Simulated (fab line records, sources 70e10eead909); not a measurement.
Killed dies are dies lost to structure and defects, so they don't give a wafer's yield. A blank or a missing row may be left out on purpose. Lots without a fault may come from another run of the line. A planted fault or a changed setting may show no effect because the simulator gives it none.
Which tool did it? | flow nand_harc | 6 lots, 18 wafers sampled, at 3 steps of a route of 1302

WHAT THE GAUGES READ, wafer by wafer
NHARC_A_ONON_D1_THK_MEAS_08: measures by ellipsometry.
lot  | measured     | on            | thk_nm (nm)
L571 | day 8 16:37  | film_metro-02 | 1017 1017 1017
L573 | day 9 06:28  | film_metro-01 | 994 993 993
L581 | day 12 14:46 | film_metro-01 | 997 1299 997
L585 | day 14 16:27 | film_metro-01 | 991 990 990
L587 | day 15 03:44 | film_metro-02 | 995 995 994
L591 | day 17 02:23 | film_metro-01 | 1010 1011 1010

WHICH TOOL RAN EACH LOT (tool, then ch and the chambers of the sampled wafers, then the start)
lot  | NHARC_P_BONDPAD_ACTIVATE_29        | NHARC_A_ONON_D1_DEP_06
L571 | rie_diel-12 ch 0,2, day 7 13:29    | pecvd_onon-03 ch 0, day 8 16:13
L573 | rie_diel-12 ch 0,1,3, day 8 05:58  | pecvd_onon-04 ch 0, day 9 05:57
L581 | rie_diel-02 ch 1,2, day 11 13:03   | pecvd_onon-04 ch 0, day 12 14:16
L585 | rie_diel-12 ch 0,1,2, day 13 12:41 | pecvd_onon-02 ch 0, day 14 15:56
L587 | rie_diel-12 ch 1,2,3, day 14 05:49 | pecvd_onon-03 ch 0, day 15 03:14
L591 | rie_diel-10 ch 2,3, day 15 23:49   | pecvd_onon-02 ch 0, day 17 01:59
- NHARC_P_BONDPAD_ACTIVATE_29: chemistry N2, time 60 s.
- NHARC_A_ONON_D1_DEP_06: target thk 1000 nm.

THE ANSWER, worked out from the rows above alone
Rule: what is usual is taken from the lots themselves. Put in order of their means at a reading, lots are off if they are a third of the lots or fewer, leave a main group of 4 or more, and stand apart from it by a gap of 3 or more times the standard deviation of the main group's means; of several such gaps the widest counts. A main group whose means are all the same, to the digits that the tables above print for the reading, isn't used. A lot without any number at a reading at which 4 lots or more have one is off too. The other lots that the step has rows for count as sound.
Off: L581, at NHARC_A_ONON_D1_THK_MEAS_08 (thk_nm). The main group: mean 1001 nm, standard deviation 11.
A tool fits if, at a process step before that reading, it ran every lot that is off, and no sound lot after the first of them. The gauges at NHARC_A_ONON_D1_THK_MEAS_08 are tried like those tools. Can't be told from this: 2 tools fit, rie_diel-02 at NHARC_P_BONDPAD_ACTIVATE_29, pecvd_onon-04 at NHARC_A_ONON_D1_DEP_06.

WHAT THE SIMULATOR HAD PUT IN
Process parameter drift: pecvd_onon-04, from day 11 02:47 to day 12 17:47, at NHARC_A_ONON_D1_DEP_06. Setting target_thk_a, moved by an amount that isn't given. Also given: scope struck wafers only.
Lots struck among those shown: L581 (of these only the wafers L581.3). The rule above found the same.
